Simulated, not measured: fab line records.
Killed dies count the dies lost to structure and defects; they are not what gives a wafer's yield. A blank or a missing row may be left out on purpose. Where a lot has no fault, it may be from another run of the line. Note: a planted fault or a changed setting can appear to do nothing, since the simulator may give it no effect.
8D (eight disciplines) problem report, filled in by code | flow n5Finfet | the parts of the form that need people (team, actions taken, sign-off) are left out

== 1. THE PROBLEM ==
Mean of spinSpeedRpm at N5_DUMMY_GATE_COAT_09: 1585.3 rpm across 6 wafers in 2 lots; on wafers with no fault it is 1500.0 rpm (standard deviation 1.1). Relative to the usual mean, that is a shift of +78 standard deviations.
The step: resist thk 30 nm.
The first sign was on wafer L340.2 at day 6 05:49, on lithoTrack-05. The record holds 36 wafers of 12 lots with a number at this step. By rule, "out" or "out of limits" means more than 4 standard deviations away from the usual mean. All remaining wafers that have a number are taken as sound.

== 2. WHAT THIS IS AND IS NOT ==
question                    | is                     | is not
which readings at this step | spinSpeedRpm           | resistLineTempC
which lots                  | L340, L341             | L328, L331, L333, L334, L336, L346, L347, L348, L349, L350
which wafers of those lots  | all that have a number | -
read on which tools         | lithoTrack-05          | lithoTrack-02, lithoTrack-03
when                        | from day 6 05:49       | up to then (15 sound wafers); but 15 sound wafers of L346, L347, L348, L349, L350 came after

== 3. SUSPECTS, AND WHAT RULES EACH OUT ==
Counting: a tool at a process step up to the reading stays a suspect if it ran every lot that is out and no sound lot after the first of them.
- lithoTrack-05 at N5_DUMMY_GATE_COAT_09 (resist thk 30 nm): kept. Every lot that is out went through it, starting with L340 (day 6 05:49), and after that it ran no sound lot; the last sound lot it ran before then is L336 (day 5 04:56). Its own spinSpeedRpm readings are out on those wafers.
Left after counting: lithoTrack-05 at N5_DUMMY_GATE_COAT_09.

== 4. THE CAUSE (what the simulator had put in) ==
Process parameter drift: lithoTrack-05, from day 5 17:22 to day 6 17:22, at N5_DUMMY_GATE_COAT_09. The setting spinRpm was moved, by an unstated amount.
After counting, this tool was the only one left.

== 5. THE EFFECT CHAIN, in route order ==
Rows list readings where the struck wafers' mean (over those with a number) sits beyond 3 standard deviations from the usual. Readings are gone through only where the record gives a usual standard deviation; hours: the median, over the lots, of the time from a lot's start at the first step in this table giving one to that lot's start at this step; sigmas: the change measured in usual standard deviations.
hours | step                  | reading      | usual      | on struck wafers | change | sigmas
0     | N5_DUMMY_GATE_COAT_09 | spinSpeedRpm | 1500.0 rpm | 1585.3           | +85.3  | +78
Its process steps:
- N5_DUMMY_GATE_COAT_09: resist thk 30 nm.
At these later measuring or inspecting steps, every struck wafer for which the step has a row has a number for every such reading, and none has moved that far: N5_DUMMY_GATE_CD_MEAS_15.

== 6. HOW IT WOULD HAVE BEEN CAUGHT EARLIER ==
First out-of-limits reading in this record: day 6 05:49, which is 12 hours after fault onset at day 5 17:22.
